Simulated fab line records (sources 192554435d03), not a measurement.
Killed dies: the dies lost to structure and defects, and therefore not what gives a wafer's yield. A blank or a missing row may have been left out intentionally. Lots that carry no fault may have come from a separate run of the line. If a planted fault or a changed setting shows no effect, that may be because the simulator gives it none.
Matching of chambers :: flow n5Finfet :: 4 sister chambers for N5_BEOL_M11_STRIP_19 on rieDiel-03
The step strips in O2. 27 wafers are shown with their chamber, then 12 later ones without.

EACH WAFER AND ITS CHAMBER
wafer: L074.2
chamber: 3
drypumpMotorCurrentA (A): 6.3
showerheadPlenumPTorr (Torr): 2.15
throttleValvePct (%): 16.27

wafer: L074.5
chamber: 1
drypumpMotorCurrentA (A): 5.8
showerheadPlenumPTorr (Torr): 2.14
throttleValvePct (%): 16.80

wafer: L074.6
chamber: 0
drypumpMotorCurrentA (A): 6.2
showerheadPlenumPTorr (Torr): 2.16
throttleValvePct (%): 16.67

wafer: L075.2
chamber: 2
drypumpMotorCurrentA (A): 5.7
showerheadPlenumPTorr (Torr): 2.05
throttleValvePct (%): 16.58

wafer: L075.3
chamber: 1
drypumpMotorCurrentA (A): 5.7
showerheadPlenumPTorr (Torr): 2.14
throttleValvePct (%): 16.78

wafer: L075.5
chamber: 2
drypumpMotorCurrentA (A): 5.7
showerheadPlenumPTorr (Torr): 2.05
throttleValvePct (%): 16.57

wafer: L077.1
chamber: 3
drypumpMotorCurrentA (A): 6.3
showerheadPlenumPTorr (Torr): 2.14
throttleValvePct (%): 16.26

wafer: L077.2
chamber: 2
drypumpMotorCurrentA (A): 5.7
showerheadPlenumPTorr (Torr): 2.04
throttleValvePct (%): 16.59

wafer: L077.5
chamber: 2
drypumpMotorCurrentA (A): 5.7
showerheadPlenumPTorr (Torr): 2.04
throttleValvePct (%): 16.59

wafer: L078.1
chamber: 1
drypumpMotorCurrentA (A): 5.7
showerheadPlenumPTorr (Torr): 2.14
throttleValvePct (%): 16.78

wafer: L078.4
chamber: 2
drypumpMotorCurrentA (A): 5.7
showerheadPlenumPTorr (Torr): 2.04
throttleValvePct (%): 16.58

wafer: L078.6
chamber: 0
drypumpMotorCurrentA (A): 6.2
showerheadPlenumPTorr (Torr): 2.16
throttleValvePct (%): 16.68

wafer: L084.1
chamber: 1
drypumpMotorCurrentA (A): 5.7
showerheadPlenumPTorr (Torr): 2.14
throttleValvePct (%): 16.80

wafer: L084.3
chamber: 2
drypumpMotorCurrentA (A): 5.7
showerheadPlenumPTorr (Torr): 2.04
throttleValvePct (%): 16.60

wafer: L084.6
chamber: 1
drypumpMotorCurrentA (A): 5.7
showerheadPlenumPTorr (Torr): 2.14
throttleValvePct (%): 16.82

wafer: L083.1
chamber: 1
drypumpMotorCurrentA (A): 5.7
showerheadPlenumPTorr (Torr): 2.14
throttleValvePct (%): 16.82

wafer: L083.3
chamber: 3
drypumpMotorCurrentA (A): 6.3
showerheadPlenumPTorr (Torr): 2.14
throttleValvePct (%): 16.29

wafer: L083.4
chamber: 0
drypumpMotorCurrentA (A): 6.2
showerheadPlenumPTorr (Torr): 2.16
throttleValvePct (%): 16.70

wafer: L086.3
chamber: 0
drypumpMotorCurrentA (A): 6.2
showerheadPlenumPTorr (Torr): 2.16
throttleValvePct (%): 16.71

wafer: L086.4
chamber: 3
drypumpMotorCurrentA (A): 6.3
showerheadPlenumPTorr (Torr): 2.14
throttleValvePct (%): 16.31

wafer: L086.5
chamber: 0
drypumpMotorCurrentA (A): 6.2
showerheadPlenumPTorr (Torr): 2.16
throttleValvePct (%): 16.73

wafer: L090.2
chamber: 0
drypumpMotorCurrentA (A): 6.2
showerheadPlenumPTorr (Torr): 2.15
throttleValvePct (%): 16.71

wafer: L090.4
chamber: 2
drypumpMotorCurrentA (A): 5.7
showerheadPlenumPTorr (Torr): 2.04
throttleValvePct (%): 16.61

wafer: L090.6
chamber: 2
drypumpMotorCurrentA (A): 5.7
showerheadPlenumPTorr (Torr): 2.04
throttleValvePct (%): 16.61

wafer: L089.1
chamber: 3
drypumpMotorCurrentA (A): 6.3
showerheadPlenumPTorr (Torr): 2.14
throttleValvePct (%): 16.30

wafer: L089.3
chamber: 1
drypumpMotorCurrentA (A): 5.7
showerheadPlenumPTorr (Torr): 2.14
throttleValvePct (%): 16.83

wafer: L089.5
chamber: 2
drypumpMotorCurrentA (A): 5.7
showerheadPlenumPTorr (Torr): 2.04
throttleValvePct (%): 16.62

SIGNATURES (averages over the wafers above)
reading: drypumpMotorCurrentA
chamber 0: 6.200
chamber 1: 5.714
chamber 2: 5.700
chamber 3: 6.300
scatter within a chamber: 0.0193

reading: showerheadPlenumPTorr
chamber 0: 2.1583
chamber 1: 2.1400
chamber 2: 2.0422
chamber 3: 2.1420
scatter within a chamber: 0.00372

reading: throttleValvePct
chamber 0: 16.7000
chamber 1: 16.8043
chamber 2: 16.5944
chamber 3: 16.2860
scatter within a chamber: 0.0195
Rule: for a wafer and a chamber, the distance is found by dividing, reading by reading, the gap between the wafer's reading and the chamber's mean by the reading's scatter, squaring, summing and taking the root. If the next closest chamber is less than 2 further off than the closest, the wafer can't be placed; otherwise it belongs to the closest. The scatter: the root of (the sum of the squares of (reading less its chamber's mean) over the shown wafers, divided by (wafers less chambers)).

WAFERS WHOSE CHAMBER IS MISSING
wafer: L092.4
drypumpMotorCurrentA (A): 5.7
showerheadPlenumPTorr (Torr): 2.14
throttleValvePct (%): 16.86

wafer: L092.5
drypumpMotorCurrentA (A): 6.3
showerheadPlenumPTorr (Torr): 2.14
throttleValvePct (%): 16.32

wafer: L092.6
drypumpMotorCurrentA (A): 6.2
showerheadPlenumPTorr (Torr): 2.15
throttleValvePct (%): 16.74

wafer: L093.2
drypumpMotorCurrentA (A): 6.2
showerheadPlenumPTorr (Torr): 2.15
throttleValvePct (%): 16.73

wafer: L093.4
drypumpMotorCurrentA (A): 5.7
showerheadPlenumPTorr (Torr): 2.13
throttleValvePct (%): 16.83

wafer: L093.5
drypumpMotorCurrentA (A): 5.8
showerheadPlenumPTorr (Torr): 2.13
throttleValvePct (%): 16.84

wafer: L094.2
drypumpMotorCurrentA (A): 5.7
showerheadPlenumPTorr (Torr): 2.03
throttleValvePct (%): 16.64

wafer: L094.4
drypumpMotorCurrentA (A): 6.3
showerheadPlenumPTorr (Torr): 2.13
throttleValvePct (%): 16.30

wafer: L094.6
drypumpMotorCurrentA (A): 6.2
showerheadPlenumPTorr (Torr): 2.15
throttleValvePct (%): 16.73

wafer: L097.4
drypumpMotorCurrentA (A): 5.7
showerheadPlenumPTorr (Torr): 2.03
throttleValvePct (%): 16.65

wafer: L097.5
drypumpMotorCurrentA (A): 6.3
showerheadPlenumPTorr (Torr): 2.13
throttleValvePct (%): 16.32

wafer: L097.6
drypumpMotorCurrentA (A): 6.2
showerheadPlenumPTorr (Torr): 2.15
throttleValvePct (%): 16.74

WHICH CHAMBER EACH ONE RAN IN
wafer: L092.4
from the rows above: 1
in truth: 1

wafer: L092.5
from the rows above: 3
in truth: 3

wafer: L092.6
from the rows above: 0
in truth: 0

wafer: L093.2
from the rows above: 0
in truth: 0

wafer: L093.4
from the rows above: 1
in truth: 1

wafer: L093.5
from the rows above: 1
in truth: 1

wafer: L094.2
from the rows above: 2
in truth: 2

wafer: L094.4
from the rows above: 3
in truth: 3

wafer: L094.6
from the rows above: 0
in truth: 0

wafer: L097.4
from the rows above: 2
in truth: 2

wafer: L097.5
from the rows above: 3
in truth: 3

wafer: L097.6
from the rows above: 0
in truth: 0
Correctly placed: 12 of 12. From these rows, 0 cannot be placed. 0 placed wrongly.
